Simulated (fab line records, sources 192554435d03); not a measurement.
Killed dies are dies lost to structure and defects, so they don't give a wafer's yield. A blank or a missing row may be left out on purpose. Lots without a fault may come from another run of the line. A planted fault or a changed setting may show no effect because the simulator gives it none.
Split-lot experiment | flow n5_finfet | 7 lots, 21 wafers read, on a route of 1938 steps

THE SPLIT
At N5_HKMG_FIN_HK_ALD_01 (deposits HfO2, target thk 1.6 nm, pulse time 3 s, purge time 3 s), the setting ald_cycles was moved away from the recipe's 30 on 6 of the 21 wafers read, by -13.3% to +10.0%. The other wafers ran this setting at the recipe's value.

FROM THE SPLIT TO THE READING: what the file shows between them, 4 steps
- N5_HKMG_FIN_HK_ANNEAL_02: time 30 s
- N5_HKMG_FIN_ALD_74: deposits La2O3, target thk 0.5 nm, pulse time 6 s, co reactant pulse time 1 s
- N5_HKMG_FIN_WET_ETCH_82: etches La2O3 in dHCl, stops on HfO2, target depth 2 nm, rinse time 30 s
- N5_HKMG_FIN_ALD_36: deposits TiN, target thk 1 nm, pulse time 1 s, purge time 3 s

THE READING
HK_THK, in nm, at N5_HKMG_FIN_THK_MEAS_70 (measures by xrf). Fault-free wafers of this fab line usually give 1.620 nm, standard deviation 0.022 nm.

wafer  | tool, chamber at the split | ald_cycles as run | against the recipe | HK_THK, nm | against lot-mates on the recipe
L074.1 | ald_hk-02, 0,3,2           | 29                | -3.3%              | 1.539      | no lot-mate on the recipe
L074.3 | ald_hk-02, 0,3,2           | 29                | -3.3%              | 1.552      | no lot-mate on the recipe
L074.5 | ald_hk-02, 0,3,2           | 29                | -3.3%              | 1.569      | no lot-mate on the recipe
L076.1 | ald_hk-01, 3,0,2           | 30                | recipe             | 1.655      | -
L076.4 | ald_hk-01, 3,0,2           | 30                | recipe             | 1.661      | -
L076.6 | ald_hk-01, 3,0,2           | 30                | recipe             | 1.591      | -
L077.1 | ald_hk-02, 1,2             | 30                | recipe             | 1.626      | -
L077.2 | ald_hk-02, 1,2             | 30                | recipe             | 1.650      | -
L077.4 | ald_hk-02, 0               | 33                | +10.0%             | 1.756      | +0.118
L079.1 | ald_hk-01, 2               | 26                | -13.3%             | 1.390      | -0.246
L079.2 | ald_hk-01, 0,1             | 30                | recipe             | 1.635      | -
L079.6 | ald_hk-01, 0,1             | 30                | recipe             | 1.638      | -
L083.1 | ald_hk-03, 0,2,0           | 30                | recipe             | 1.599      | -
L083.2 | ald_hk-03, 0,2,0           | 30                | recipe             | 1.593      | -
L083.5 | ald_hk-03, 0,2,0           | 30                | recipe             | 1.613      | -
L086.2 | ald_hk-03, 1,3,3           | 30                | recipe             | 1.635      | -
L086.3 | ald_hk-03, 1,3,3           | 30                | recipe             | 1.559      | -
L086.6 | ald_hk-03, 1,3,3           | 30                | recipe             | 1.618      | -
L087.1 | ald_hk-01, 2,3             | 30                | recipe             | 1.620      | -
L087.3 | ald_hk-01, 2,3             | 30                | recipe             | 1.651      | -
L087.6 | ald_hk-01, 3               | 28                | -6.7%              | 1.506      | -0.129
Where a row lists several chambers, the file gives one row for several wafers and doesn't say which wafer went through which chamber.

THE FIT
A straight line over all 21 wafers: HK_THK changes by +0.0164 nm for each +1% of ald_cycles; r = +0.93; the points scatter about the line by 0.026 nm.
The same after taking each lot's own level away (the mean of its wafers on the recipe; 18 wafers): +0.0164 nm for each +1%; r = +0.95; scatter 0.025 nm.
On that fit, the largest move of ald_cycles shifts the reading by 0.22 nm.
The lots' own levels span 1.6017 to 1.6380 nm, that is 1.7 times the standard deviation above.
So the lot-to-lot level changes the slope little: the two slopes agree.
Check: with one of the wafers moved furthest among these (-13.3%) left out of the fit, the line predicts -0.193 nm for it against its lot-mates. It came out at -0.246 nm against them.

OTHER SPLITS ON THESE WAFERS
These wafers also went through other splits before the reading. Each is held against what the fit with the lots' levels taken away leaves over:
other split on the same wafers           | wafers away from the commonest value | r with HK_THK (lot level and that fit taken away)
N5_PMOS_HMC_CHANNEL_EPI_COAT_31 spin_rpm | 6                                    | -0.02
N5_PMOS_HMC_CHANNEL_EPI_COAT_03 spin_rpm | 6                                    | -0.06
N5_FIN_SAQP_ETCH_65 time_s               | 10                                   | -0.07
N5_DUMMY_GATE_COAT_28 spin_rpm           | 8                                    | -0.56
N5_SPACER0_ALD_00 ald_cycles             | 7                                    | -0.13
N5_SD_EPI_P_ETCH_16 target_depth_a       | 5                                    | +0.23
N5_SD_EPI_P_EPI_21 epi_growth_time_s     | 11                                   | +0.29

THE FILE'S OWN FIT
HK_THK changes by +0.0165 nm for each +1% of ald_cycles, r = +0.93.
